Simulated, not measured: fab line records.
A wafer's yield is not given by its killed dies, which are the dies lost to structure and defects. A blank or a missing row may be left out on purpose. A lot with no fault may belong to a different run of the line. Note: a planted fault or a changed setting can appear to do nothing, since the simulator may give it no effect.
The tool behind it: which one? -- flow n5 finfet -- 63 wafers from 21 lots sampled at 5 of the route's 1938 steps

WHAT EACH GAUGE READ, for each wafer
N5_GATE_CUT_OVL_MEAS_14.
lot,measured,on,GATE_CUT_OVL (nm)
L074,day 4 16:07,overlay-02,1.7 0.6 0.9
L075,day 4 22:08,overlay-02,0.8 0.8 -0.7
L076,day 4 23:07,overlay-02,0.3 0.0 0.0
L078,day 5 12:46,overlay-02,-1.5 -1.3 -0.7
L079,day 5 18:46,overlay-02,0.1 0.9 -0.4
L080,day 6 00:13,overlay-02,-0.4 -0.3 -0.9
L082,day 6 10:50,overlay-01,-0.5 -1.3 -1.2
L081,day 6 11:11,overlay-01,-0.6 -0.1 -1.5
L083,day 6 16:26,overlay-02,0.1 -0.2 0.2
L084,day 6 22:56,overlay-01,-0.6 0.0 0.2
L085,day 7 10:17,overlay-02,-0.8 -1.2 -2.8
L086,day 7 22:14,overlay-01,-0.4 0.4 -0.7
L087,day 8 00:53,overlay-01,1.3 0.3 0.3
L088,day 8 04:53,overlay-01,0.8 -0.3 -0.9
L089,day 8 08:50,overlay-01,0.8 -0.6 0.7
L091,day 9 00:08,overlay-01,0.0 0.0 0.8
L093,day 9 09:44,overlay-01,0.3 1.3 0.6
L094,day 9 17:01,overlay-01,-0.5 -0.6 0.1
L095,day 9 20:55,overlay-02,-0.6 -1.0 -0.4
L096,day 10 01:10,overlay-01,-0.5 -0.1 -0.7
L097,day 10 16:56,overlay-01,0.6 0.7 0.2

WHAT TOOL EACH LOT RAN ON (gives the tool, then ch and the chambers of the sampled wafers, and finally the start)
lot,N5_HKMG_FIN_STRIP_88,N5_HKMG_FIN_ALD_71,N5_HKMG_FIN_ETCH_67,N5_GATE_CUT_ETCH_58
L074,"plasma asher-01 ch 1, day 4 09:38","ald metal-04 ch 0,2, day 4 10:07","rie diel-02 ch 0,2,3, day 4 10:28","rie diel-05 ch 0,1, day 4 12:50"
L075,"plasma asher-01 ch 0,1, day 4 15:10","ald metal-04 ch 0,1,3, day 4 15:38","rie diel-04 ch 1,2,3, day 4 15:59","rie diel-01 ch 0,3, day 4 18:51"
L076,"plasma asher-02 ch 0,1, day 4 16:42","ald metal-04 ch 0,1,3, day 4 17:04","rie diel-03 ch 0,1,3, day 4 17:25","rie diel-05 ch 0,2,3, day 4 19:49"
L078,"plasma asher-02 ch 1, day 5 05:19","ald metal-04 ch 0,1, day 5 05:48","rie diel-03 ch 0,1,2, day 5 06:12","rie diel-06 ch 0,2, day 5 09:28"
L079,"plasma asher-01 ch 0,1, day 5 12:05","ald metal-03 ch 0,1,2, day 5 12:34","rie diel-03 ch 1,3, day 5 13:02","rie diel-05 ch 0,1, day 5 15:28"
L080,"plasma asher-02 ch 0,1, day 5 16:08","ald metal-04 ch 0,1, day 5 16:37","rie diel-02 ch 0,2,3, day 5 17:01","rie diel-01 ch 1,2,3, day 5 19:20"
L082,"plasma asher-01 ch 0,1, day 6 04:12","ald metal-03 ch 0,1,3, day 6 04:41","rie diel-02 ch 0,1,2, day 6 05:06","rie diel-05 ch 0,1,3, day 6 07:25"
L081,"plasma asher-02 ch 0, day 6 04:32","ald metal-02 ch 1,2,3, day 6 05:01","rie diel-03 ch 2,3, day 6 05:26","rie diel-05 ch 0,3, day 6 07:54"
L083,"plasma asher-02 ch 0,1, day 6 09:50","ald metal-02 ch 0,1,2, day 6 10:19","rie diel-02 ch 0,1,2, day 6 10:40","rie diel-01 ch 1,2,3, day 6 13:02"
L084,"plasma asher-01 ch 0,1, day 6 16:17","ald metal-04 ch 1,2,3, day 6 16:46","rie diel-04 ch 0,1,3, day 6 17:13","rie diel-05 ch 0,1,3, day 6 19:32"
L085,"plasma asher-01 ch 1, day 7 03:40","ald metal-03 ch 0,2,3, day 7 04:08","rie diel-03 ch 0,2,3, day 7 04:30","rie diel-05 ch 0,2, day 7 06:50"
L086,"plasma asher-02 ch 0,1, day 7 15:37","ald metal-03 ch 0,1,3, day 7 15:58","rie diel-03 ch 0,1,2, day 7 16:28","rie diel-01 ch 0,2,3, day 7 18:48"
L087,"plasma asher-01 ch 0,1, day 7 18:20","ald metal-02 ch 0,1,2, day 7 18:49","rie diel-03 ch 0,1,2, day 7 19:17","rie diel-06 ch 0,1,3, day 7 21:36"
L088,"plasma asher-02 ch 1, day 7 22:05","ald metal-04 ch 1,2,3, day 7 22:34","rie diel-03 ch 0,3, day 7 23:12","rie diel-01 ch 2,3, day 8 01:35"
L089,"plasma asher-01 ch 0,1, day 8 02:17","ald metal-03 ch 0,2,3, day 8 02:40","rie diel-02 ch 0,2,3, day 8 03:10","rie diel-01 ch 1,2, day 8 05:32"
L091,"plasma asher-01 ch 0,1, day 8 17:25","ald metal-03 ch 1,2,3, day 8 17:53","rie diel-03 ch 0,2,3, day 8 18:16","rie diel-05 ch 0,1,3, day 8 20:35"
L093,"plasma asher-02 ch 0,1, day 9 03:04","ald metal-02 ch 0,2,3, day 9 03:33","rie diel-04 ch 0,1,2, day 9 03:53","rie diel-01 ch 0,1,3, day 9 06:18"
L094,"plasma asher-01 ch 0,1, day 9 10:34","ald metal-03 ch 0,1,2, day 9 10:56","rie diel-03 ch 0,2,3, day 9 11:16","rie diel-06 ch 0,2,3, day 9 13:35"
L095,"plasma asher-01 ch 0,1, day 9 14:04","ald metal-03 ch 0,1,3, day 9 14:34","rie diel-04 ch 0,3, day 9 14:55","rie diel-06 ch 0,2,3, day 9 17:14"
L096,"plasma asher-01 ch 0,1, day 9 18:02","ald metal-04 ch 0,1, day 9 18:31","rie diel-04 ch 0,1,2, day 9 18:56","rie diel-06 ch 0,2,3, day 9 21:34"
L097,"plasma asher-02 ch 1, day 10 10:05","ald metal-03 ch 0,2,3, day 10 10:35","rie diel-02 ch 0,2,3, day 10 11:02","rie diel-05 ch 0,1,3, day 10 13:38"
- N5_HKMG_FIN_STRIP_88: strips in N2/H2, time 360 s.
- N5_HKMG_FIN_ALD_71: deposits TiN, target thk 1 nm, pulse time 1 s, purge time 3 s.
- N5_HKMG_FIN_ETCH_67: etches SOC in N2/H2, stops on TiN, target depth 388.9 nm.
- N5_GATE_CUT_ETCH_58: etches SiNx in CH3F/O2, target depth 17 nm, time 128.6 s.

AS READ BY THE TOOLS THEMSELVES (means over the sampled wafers that have a number; for cases with no such wafer, the mark the record gives instead)
N5_HKMG_FIN_STRIP_88.
lot,tool,drypump motor current A (A),heater power w (W),temp c (C)
L074,plasma asher-01,5.8,477,300.10
L075,plasma asher-01,5.5,482,300.01
L076,plasma asher-02,5.6,510,299.92
L078,plasma asher-02,6.1,511,300.05
L079,plasma asher-01,5.3,492,299.85
L080,plasma asher-02,5.8,505,300.08
L082,plasma asher-01,5.3,495,299.83
L081,plasma asher-02,5.3,499,299.83
L083,plasma asher-02,5.6,509,300.16
L084,plasma asher-01,5.3,494,299.96
L085,plasma asher-01,5.8,468,300.03
L086,plasma asher-02,5.8,507,299.94
L087,plasma asher-01,5.5,474,299.83
L088,plasma asher-02,6.1,504,299.97
L089,plasma asher-01,5.5,489,299.96
L091,plasma asher-01,5.3,497,300.03
L093,plasma asher-02,5.8,508,299.87
L094,plasma asher-01,5.3,490,299.84
L095,plasma asher-01,5.5,478,299.98
L096,plasma asher-01,5.5,478,300.02
L097,plasma asher-02,6.1,500,299.77

N5_HKMG_FIN_ALD_71.
lot,tool,heater power outer w (W),heater power w (W),precursor pulse height rel
L074,ald metal-04,510,861,1.014
L075,ald metal-04,543,881,0.990
L076,ald metal-04,533,888,0.993
L078,ald metal-04,564,934,0.974
L079,ald metal-03,513,878,1.001
L080,ald metal-04,596,941,0.988
L082,ald metal-03,487,874,1.002
L081,ald metal-02,556,879,0.993
L083,ald metal-02,565,903,1.000
L084,ald metal-04,502,812,0.986
L085,ald metal-03,501,857,1.014
L086,ald metal-03,493,865,0.989
L087,ald metal-02,567,918,1.012
L088,ald metal-04,504,792,1.012
L089,ald metal-03,508,833,1.008
L091,ald metal-03,532,926,0.997
L093,ald metal-02,570,917,1.019
L094,ald metal-03,503,893,1.004
L095,ald metal-03,488,867,0.976
L096,ald metal-04,571,942,1.001
L097,ald metal-03,504,849,1.012

N5_HKMG_FIN_ETCH_67.
lot,tool,drypump motor current A (A),oes product au (a.u.),rf vpp V (V),showerhead plenum p Torr (Torr),throttle valve pct (%)
L074,rie diel-02,6.3,0.84,241.4,2.58,17.81
L075,rie diel-04,6.0,0.86,240.5,2.50,17.73
L076,rie diel-03,5.7,0.84,241.5,2.57,17.74
L078,rie diel-03,5.6,0.77,240.6,2.51,17.89
L079,rie diel-03,5.8,0.88,242.6,2.63,17.70
L080,rie diel-02,6.2,0.82,240.8,2.58,17.82
L082,rie diel-02,6.2,0.74,241.0,2.51,17.87
L081,rie diel-03,5.3,0.84,242.4,2.66,17.68
L083,rie diel-02,6.2,0.74,240.2,2.51,17.88
L084,rie diel-04,6.0,0.90,240.1,2.52,17.50
L085,rie diel-03,5.4,0.77,239.9,2.55,17.83
L086,rie diel-03,5.6,0.76,240.5,2.50,17.94
L087,rie diel-03,5.6,0.75,240.3,2.50,17.93
L088,rie diel-03,5.6,0.75,239.8,2.49,17.83
L089,rie diel-02,6.2,0.79,240.6,2.56,17.87
L091,rie diel-03,5.4,0.75,240.6,2.54,17.86
L093,rie diel-04,6.3,0.84,240.3,2.49,17.77
L094,rie diel-03,5.4,0.74,240.6,2.54,17.87
L095,rie diel-04,5.6,0.89,239.9,2.48,17.40
L096,rie diel-04,6.3,0.83,240.6,2.49,17.79
L097,rie diel-02,6.2,0.77,241.3,2.56,17.91

N5_GATE_CUT_ETCH_58.
lot,tool,O2_flow_sccm (sccm),drypump motor current A (A),oes product au (a.u.),rf vpp V (V),showerhead plenum p Torr (Torr),throttle valve pct (%)
L074,rie diel-05,19.98,6.7,0.74,98.4,1.93,16.63
L075,rie diel-01,20.00,4.9,0.77,99.2,2.05,16.51
L076,rie diel-05,20.00,5.6,0.69,98.7,1.96,16.60
L078,rie diel-06,19.96,6.5,0.74,99.2,2.02,16.25
L079,rie diel-05,19.99,6.7,0.73,99.3,1.93,16.65
L080,rie diel-01,20.03,5.2,0.74,99.2,2.02,16.48
L082,rie diel-05,19.95,6.1,0.81,98.5,2.00,16.48
L081,rie diel-05,19.96,5.5,0.89,98.8,2.06,16.37
L083,rie diel-01,19.96,5.1,0.73,98.7,2.02,16.50
L084,rie diel-05,20.03,6.1,0.81,98.9,1.99,16.48
L085,rie diel-05,20.10,6.2,0.71,98.7,1.96,16.66
L086,rie diel-01,20.01,5.1,0.76,98.6,2.02,16.57
L087,rie diel-06,20.02,5.7,0.76,99.0,2.03,16.29
L088,rie diel-01,20.01,5.0,0.73,98.8,1.99,16.60
L089,rie diel-01,20.06,5.4,0.75,99.0,2.03,16.51
L091,rie diel-05,20.03,6.1,0.77,98.8,1.99,16.51
L093,rie diel-01,20.08,5.0,0.71,99.4,2.03,16.52
L094,rie diel-06,20.00,6.1,0.83,98.7,2.02,16.15
L095,rie diel-06,20.04,6.1,0.83,99.2,2.02,16.16
L096,rie diel-06,19.99,6.1,0.82,99.1,2.02,16.15
L097,rie diel-05,19.98,6.1,0.76,98.5,1.98,16.55

THE ANSWER, worked out from the rows above alone
Rule: usual is defined by the lots themselves. Put in order of their means at a reading, lots are off if they are a third of the lots or fewer, leave a main group of 4 or more, and stand apart from it by a gap of 3 or more times the standard deviation of the main group's means; of several such gaps the widest counts. A main group is skipped when, at the precision printed for the reading in the tables above, its means are all equal. Also off: a lot with no number at a reading for which 4 or more lots have one. All remaining lots with rows at the step are treated as sound. Order of review: gauges by route order, followed by the tools' own readings, for which a lot's mean as printed above is used. At the first step where some lot is off, the reading lying furthest off is the one used; lots without a number count as furthest.
No lot is off on any of the readings shown, so nothing can be concluded from this.

WHAT THE SIMULATOR HAD INSERTED
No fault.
